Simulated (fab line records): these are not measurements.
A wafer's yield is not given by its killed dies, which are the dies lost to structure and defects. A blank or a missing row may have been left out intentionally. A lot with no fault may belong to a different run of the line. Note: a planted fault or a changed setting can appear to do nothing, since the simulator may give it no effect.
One fault seen from 3 desks	flow n5 finfet	only its own numbers are on each desk; what lay behind them is given at the end

## THE METROLOGY DESK
Lot by lot, what the gauges showed, no matter which tool ran the lot: averages of those sampled wafers that carry a number. The brackets show how far a lot's mean lies from the usual mean; more than 4 standard deviations puts the lot out of limits, marked OUT. Shown here are 7 of its 10 readings, the ones lying furthest out on some lot.
Columns: A = DIBL_N at N5_BEOL_M4_RC_MEAS_101, usual 36.0 mV/V; B = DIBL_P at N5_BEOL_M4_RC_MEAS_101, usual 36.0 mV/V; C = IOFF_N at N5_BEOL_M4_RC_MEAS_101, usual 0.156 nA/um; D = ION_N at N5_BEOL_M4_RC_MEAS_101, usual 673 uA/um; E = ION_P at N5_BEOL_M4_RC_MEAS_101, usual 463 uA/um; F = VT_N at N5_BEOL_M4_RC_MEAS_101, usual 250 mV; G = VT_P at N5_BEOL_M4_RC_MEAS_101, usual -250 mV
lot	first seen here	A	B	C	D	E	F	G
L432	day 8 22:46	36.2	36.0	0.146	669	461	250	-249
L442	day 11 14:20	34.5	34.8	0.141	668	456	251	-254
L444	day 12 10:18	37.8	37.1	0.170	689	471	248	-247
L450	day 14 00:53	37.4	38.6	0.190	697	472	247	-249
This desk found nothing out of limits on any of the 4 lots.

## THE DEFECT DESK
Counts from the inspections along the route, per lot, as means over the sampled wafers that have a number. The brackets show how far a lot's mean lies from the usual mean; more than 4 standard deviations puts the lot out of limits, marked OUT.
Columns: A = raw defect count at N5_STI_FIN_REVEAL_INSPECT_13, usual 12
lot	first seen here	A
L432	day 3 20:01	10
L442	day 6 09:04	819 (+99 or more) OUT
L444	day 6 21:14	831 (+99 or more) OUT
L450	day 8 07:37	18
This desk's finding: out of limits on L442, L444; first on L442, day 6 09:04 (raw defect count at N5_STI_FIN_REVEAL_INSPECT_13). Within limits: L432, L450.

## THE TOOL OWNER'S DESK: wet bench-02
The tool's own readings at N5_STI_FIN_REVEAL_PRECLEAN_29 (cleans in DHF, time 30 s): means of the sampled wafers that have a number, for each lot that ran on this tool. The brackets show how far a lot's mean lies from the usual mean; more than 4 standard deviations puts the lot out of limits, marked OUT.
Columns: A = temp c at N5_STI_FIN_REVEAL_PRECLEAN_29, usual 24.99 C
lot	first seen here	A
L432	day 3 16:37	25.03
L442	day 6 05:36	24.98
L444	day 6 18:24	25.03
This desk found nothing out of limits on any of the 3 lots.

## BROUGHT TOGETHER
The defect desk could have raised an alarm at day 6 09:04, on L442, L444.
Metrology desk: nothing out of limits seen.
The desk of the tool owner found nothing out of limits.
The metrology desk has L442, L444 on record, within its limits.
The tool owner's desk has L442, L444 on record, within its limits.
The lots listed all ran N5_STI_FIN_REVEAL_PRECLEAN_29 on wet bench-02.

## WHAT THE SIMULATOR PUT IN
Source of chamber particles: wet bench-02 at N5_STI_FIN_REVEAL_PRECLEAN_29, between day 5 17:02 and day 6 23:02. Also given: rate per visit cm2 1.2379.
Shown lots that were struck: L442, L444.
Hours from the fault's start to each desk's first reading out of limits: the defect desk, 16.
